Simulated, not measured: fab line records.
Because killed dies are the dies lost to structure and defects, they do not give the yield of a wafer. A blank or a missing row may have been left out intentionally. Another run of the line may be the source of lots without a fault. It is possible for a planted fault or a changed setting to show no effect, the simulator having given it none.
Which of the tools did it? | flow n5_finfet | 24 lots with 72 wafers sampled at 4 steps, on a route of 1938 steps

## WHAT THE GAUGES READ, wafer by wafer
N5_BEOL_M2_THK_MEAS_53: measures by xrf. Usual: for M2_THK the level is 40.8 nm and the standard deviation is 1.4.
lot  | measured     | on            | M2_THK (nm)    | flag
L074 | day 7 15:43  | film_metro-02 | 40.8 41.6 41.2 |
L075 | day 7 03:01  | film_metro-01 | 37.6 43.5 40.7 |
L076 | day 7 22:22  | film_metro-02 | 41.9 39.0 41.1 |
L077 | day 8 05:04  | film_metro-01 | 40.5 43.0 41.8 |
L078 | day 8 08:31  | film_metro-01 | 42.2 40.9 40.6 |
L080 | day 8 14:23  | film_metro-02 | 39.5 41.1 42.5 |
L079 | day 8 14:59  | film_metro-01 | 39.8 40.7 39.7 |
L081 | day 8 20:53  | film_metro-01 | 41.7 42.1 41.1 |
L082 | day 9 02:38  | film_metro-02 | 43.2 41.6 39.1 |
L083 | day 9 03:00  | film_metro-02 | 42.7 39.9 40.3 |
L084 | day 9 21:07  | film_metro-01 | 38.5 37.9 41.1 |
L085 | day 10 05:14 | film_metro-02 | 38.6 41.6 42.1 |
L086 | day 10 05:43 | film_metro-01 | 42.1 40.5 41.6 |
L087 | day 10 18:16 | film_metro-01 | 40.3 38.9 42.3 |
L088 | day 10 18:59 | film_metro-01 | 41.6 40.1 40.3 |
L089 | day 10 22:10 | film_metro-02 | 39.5 40.0 41.3 |
L090 | day 10 23:52 | film_metro-02 | 41.3 38.9 41.3 |
L091 | day 11 10:34 | film_metro-02 | 41.7 40.6 42.2 |
L092 | day 11 13:37 | film_metro-02 | 41.6 43.6 39.9 |
L093 | day 11 16:40 | film_metro-02 | 42.2 42.4 40.8 |
L094 | day 12 07:56 | film_metro-02 | 44.3 39.8 42.4 |
L095 | day 12 08:13 | film_metro-02 | 39.7 41.2 40.4 |
L096 | day 12 16:35 | film_metro-02 | 40.7 39.3 42.6 |
L097 | day 12 20:12 | film_metro-01 | 40.8 39.8 41.2 |

## EACH LOT AND THE TOOL THAT RAN IT (in order: tool; ch and the chambers of the sampled wafers; start)
lot  | N5_BEOL_M2_PRE_CLEAN_45      | N5_BEOL_M2_SPUTTER_48        | N5_BEOL_M2_ANNEAL_49
L074 | pvd_sputter-03, day 6 19:58  | pvd_sputter-03, day 6 22:22  | pvd_sputter-03, day 6 22:27
L075 | pvd_sputter-01, day 6 23:51  | pvd_sputter-01, day 7 00:28  | pvd_sputter-01, day 7 00:33
L076 | pvd_sputter-03, day 7 19:10  | pvd_sputter-03, day 7 19:49  | pvd_sputter-03, day 7 19:53
L077 | pvd_sputter-02, day 8 01:41  | pvd_sputter-03, day 8 02:27  | pvd_sputter-03, day 8 02:32
L078 | pvd_sputter-03, day 8 04:38  | pvd_sputter-02, day 8 05:28  | pvd_sputter-02, day 8 05:32
L080 | pvd_sputter-01, day 8 10:59  | pvd_sputter-02, day 8 11:42  | pvd_sputter-02, day 8 11:47
L079 | pvd_sputter-02, day 8 11:04  | pvd_sputter-03, day 8 12:02  | pvd_sputter-03, day 8 12:07
L081 | pvd_sputter-03, day 8 17:38  | pvd_sputter-01, day 8 18:20  | pvd_sputter-01, day 8 18:25
L082 | pvd_sputter-02, day 8 23:03  | pvd_sputter-02, day 9 00:05  | pvd_sputter-02, day 9 00:10
L083 | pvd_sputter-01, day 8 23:07  | pvd_sputter-01, day 9 00:26  | pvd_sputter-01, day 9 00:31
L084 | pvd_sputter-02, day 9 17:34  | pvd_sputter-02, day 9 18:31  | pvd_sputter-02, day 9 18:35
L085 | pvd_sputter-01, day 10 01:20 | pvd_sputter-01, day 10 02:32 | pvd_sputter-01, day 10 02:37
L086 | pvd_sputter-01, day 10 01:25 | pvd_sputter-02, day 10 02:56 | pvd_sputter-02, day 10 03:01
L087 | pvd_sputter-01, day 10 14:37 | pvd_sputter-03, day 10 15:13 | pvd_sputter-03, day 10 15:17
L088 | pvd_sputter-03, day 10 14:49 | pvd_sputter-02, day 10 16:26 | pvd_sputter-02, day 10 16:31
L089 | pvd_sputter-01, day 10 18:44 | pvd_sputter-01, day 10 19:37 | pvd_sputter-01, day 10 19:41
L090 | pvd_sputter-02, day 10 18:46 | pvd_sputter-03, day 10 21:20 | pvd_sputter-03, day 10 21:25
L091 | pvd_sputter-03, day 11 05:35 | pvd_sputter-03, day 11 07:56 | pvd_sputter-03, day 11 08:01
L092 | pvd_sputter-03, day 11 10:22 | pvd_sputter-03, day 11 11:04 | pvd_sputter-03, day 11 11:09
L093 | pvd_sputter-03, day 11 13:17 | pvd_sputter-02, day 11 14:08 | pvd_sputter-02, day 11 14:13
L094 | pvd_sputter-01, day 12 04:47 | pvd_sputter-03, day 12 05:23 | pvd_sputter-03, day 12 05:28
L095 | pvd_sputter-01, day 12 04:54 | pvd_sputter-01, day 12 05:29 | pvd_sputter-01, day 12 05:34
L096 | pvd_sputter-02, day 12 13:20 | pvd_sputter-03, day 12 14:02 | pvd_sputter-03, day 12 14:07
L097 | pvd_sputter-01, day 12 16:52 | pvd_sputter-01, day 12 17:39 | pvd_sputter-01, day 12 17:44
- N5_BEOL_M2_PRE_CLEAN_45: time 30 s.
- N5_BEOL_M2_SPUTTER_48: material Cu, target thk 4.5 nm, time 8.29 s.
- N5_BEOL_M2_ANNEAL_49: time 240 s.

## WHAT THE TOOLS THEMSELVES READ (means of the sampled wafers that have a number; where no wafer has one, the mark that the record gives instead)
N5_BEOL_M2_PRE_CLEAN_45. Usual: heater_power_w at 332 W, with a standard deviation of 36.
lot  | tool           | heater_power_w (W) | flag
L074 | pvd_sputter-03 | 307                |
L075 | pvd_sputter-01 | 335                |
L076 | pvd_sputter-03 | 324                |
L077 | pvd_sputter-02 | 325                |
L078 | pvd_sputter-03 | 322                |
L080 | pvd_sputter-01 | 360                |
L079 | pvd_sputter-02 | 326                |
L081 | pvd_sputter-03 | 303                |
L082 | pvd_sputter-02 | 317                |
L083 | pvd_sputter-01 | 334                |
L084 | pvd_sputter-02 | 338                |
L085 | pvd_sputter-01 | 363                |
L086 | pvd_sputter-01 | 366                |
L087 | pvd_sputter-01 | 334                |
L088 | pvd_sputter-03 | 319                |
L089 | pvd_sputter-01 | 354                |
L090 | pvd_sputter-02 | 318                |
L091 | pvd_sputter-03 | 303                |
L092 | pvd_sputter-03 | 299                |
L093 | pvd_sputter-03 | 316                |
L094 | pvd_sputter-01 | 382                |
L095 | pvd_sputter-01 | 361                |
L096 | pvd_sputter-02 | 327                |
L097 | pvd_sputter-01 | 359                |

N5_BEOL_M2_SPUTTER_48. Usual: throttle_valve_pct at 30.1 %, with a standard deviation of 1.
lot  | tool           | throttle_valve_pct (%) | flag
L074 | pvd_sputter-03 | 30.7                   |
L075 | pvd_sputter-01 | 29.9                   |
L076 | pvd_sputter-03 | 29.4                   |
L077 | pvd_sputter-03 | 30.7                   |
L078 | pvd_sputter-02 | 30.2                   |
L080 | pvd_sputter-02 | 29.7                   |
L079 | pvd_sputter-03 | 29.7                   |
L081 | pvd_sputter-01 | 30.0                   |
L082 | pvd_sputter-02 | 29.5                   |
L083 | pvd_sputter-01 | 30.1                   |
L084 | pvd_sputter-02 | 29.0                   |
L085 | pvd_sputter-01 | 30.1                   |
L086 | pvd_sputter-02 | 29.6                   |
L087 | pvd_sputter-03 | 30.3                   |
L088 | pvd_sputter-02 | 29.7                   |
L089 | pvd_sputter-01 | 30.8                   |
L090 | pvd_sputter-03 | 29.9                   |
L091 | pvd_sputter-03 | 30.3                   |
L092 | pvd_sputter-03 | 30.7                   |
L093 | pvd_sputter-02 | 29.2                   |
L094 | pvd_sputter-03 | 30.8                   |
L095 | pvd_sputter-01 | 30.2                   |
L096 | pvd_sputter-03 | 30.4                   |
L097 | pvd_sputter-01 | 30.1                   |

N5_BEOL_M2_ANNEAL_49. Usual: heater_power_w at 819 W, with a standard deviation of 85.
lot  | tool           | heater_power_w (W) | flag
L074 | pvd_sputter-03 | 796                |
L075 | pvd_sputter-01 | 980                |
L076 | pvd_sputter-03 | 817                |
L077 | pvd_sputter-03 | 753                |
L078 | pvd_sputter-02 | 816                |
L080 | pvd_sputter-02 | 779                |
L079 | pvd_sputter-03 | 802                |
L081 | pvd_sputter-01 | 891                |
L082 | pvd_sputter-02 | 780                |
L083 | pvd_sputter-01 | 892                |
L084 | pvd_sputter-02 | 809                |
L085 | pvd_sputter-01 | 894                |
L086 | pvd_sputter-02 | 776                |
L087 | pvd_sputter-03 | 808                |
L088 | pvd_sputter-02 | 769                |
L089 | pvd_sputter-01 | 851                |
L090 | pvd_sputter-03 | 799                |
L091 | pvd_sputter-03 | 785                |
L092 | pvd_sputter-03 | 759                |
L093 | pvd_sputter-02 | 789                |
L094 | pvd_sputter-03 | 781                |
L095 | pvd_sputter-01 | 818                |
L096 | pvd_sputter-03 | 752                |
L097 | pvd_sputter-01 | 897                |

## THE ANSWER, worked out from the rows above alone
Rule: lot off if the mean of its wafers having a number is beyond 3 standard deviations from the usual mean. A lot without any number at a reading at which 4 lots or more have one is off too. The other lots that the step has rows for count as sound. After the gauges, taken in route order, come the tools' own readings; for these a lot's mean is taken, as printed above. At the first step where some lot is off, the reading lying furthest off is the one used; lots without a number count as furthest.
Across all readings shown, no lot is off: no conclusion can be drawn from this.

## WHAT THE SIMULATOR HAD PUT IN
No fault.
